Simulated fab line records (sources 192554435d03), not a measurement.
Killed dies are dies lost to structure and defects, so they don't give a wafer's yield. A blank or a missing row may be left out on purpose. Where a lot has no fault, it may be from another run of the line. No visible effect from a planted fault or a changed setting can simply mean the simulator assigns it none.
Chamber matching | flow n5 finfet | 4 sister chambers for N5_FIN_SAQP_SPACER1_ETCHBACK_25 on rie diel-02
The step etches SiO2 in CHF3/O2, target depth 24.4 nm, time 12.2 s. 18 wafers are shown with their chamber, then 9 later ones without.

WAFERS WITH THEIR CHAMBER
wafer  | chamber | showerhead plenum p Torr (Torr) | oes product au (a.u.) | throttle valve pct (%)
L080.1 | 1       | 2.38                            | 0.69                  | 18.95
L080.3 | 0       | 2.51                            | 0.76                  | 18.57
L080.4 | 1       | 2.38                            | 0.69                  | 18.95
L082.1 | 0       | 2.51                            | 0.75                  | 18.59
L082.3 | 3       | 2.52                            | 0.76                  | 18.77
L082.4 | 0       | 2.51                            | 0.75                  | 18.58
L083.1 | 1       | 2.37                            | 0.68                  | 18.97
L083.3 | 2       | 2.37                            | 0.99                  | 18.58
L083.6 | 1       | 2.37                            | 0.67                  | 18.96
L084.1 | 0       | 2.51                            | 0.75                  | 18.61
L084.3 | 1       | 2.37                            | 0.68                  | 18.99
L084.4 | 2       | 2.37                            | 0.98                  | 18.57
L085.3 | 0       | 2.51                            | 0.75                  | 18.60
L085.4 | 1       | 2.37                            | 0.69                  | 18.96
L085.6 | 3       | 2.52                            | 0.76                  | 18.78
L086.1 | 1       | 2.37                            | 0.69                  | 18.98
L086.2 | 3       | 2.52                            | 0.77                  | 18.79
L086.6 | 3       | 2.52                            | 0.77                  | 18.79

SIGNATURES (averages over the wafers above)
reading                  | chamber 0 | chamber 1 | chamber 2 | chamber 3 | scatter within a chamber
showerhead plenum p Torr | 2.5100    | 2.3729    | 2.3700    | 2.5200    | 0.00319
oes product au           | 0.7520    | 0.6843    | 0.9850    | 0.7650    | 0.00655
throttle valve pct       | 18.5900   | 18.9657   | 18.5750   | 18.7825   | 0.0139
Rule: for a wafer and a chamber, the distance is found by dividing, reading by reading, the gap between the wafer's reading and the chamber's mean by the reading's scatter, squaring, summing and taking the root. If the next closest chamber is less than 2 further off than the closest, the wafer can't be placed; otherwise it belongs to the closest. The scatter is the square root of a quotient: the sum, over the shown wafers, of each reading's squared deviation from its chamber's mean, divided by wafers minus chambers.

WAFERS MISSING THEIR CHAMBER
wafer  | showerhead plenum p Torr (Torr) | oes product au (a.u.) | throttle valve pct (%)
L089.3 | 2.37                            | 0.93                  | 18.60
L089.5 | 2.51                            | 0.75                  | 18.79
L089.6 | 2.37                            | 0.94                  | 18.60
L090.1 | 2.51                            | 0.76                  | 18.79
L090.2 | 2.37                            | 0.94                  | 18.60
L090.4 | 2.51                            | 0.76                  | 18.78
L094.1 | 2.36                            | 0.91                  | 18.61
L094.3 | 2.50                            | 0.73                  | 18.64
L094.4 | 2.51                            | 0.74                  | 18.81

EACH ONE'S CHAMBER
wafer  | from the rows above | in truth
L089.3 | 2                   | 2
L089.5 | 3                   | 3
L089.6 | 2                   | 2
L090.1 | 3                   | 3
L090.2 | 2                   | 2
L090.4 | 3                   | 3
L094.1 | 2                   | 2
L094.3 | 0                   | 0
L094.4 | 3                   | 3
Correct placement for 9 of the 9. Number that these rows cannot place: 0. Wrongly placed: 0.
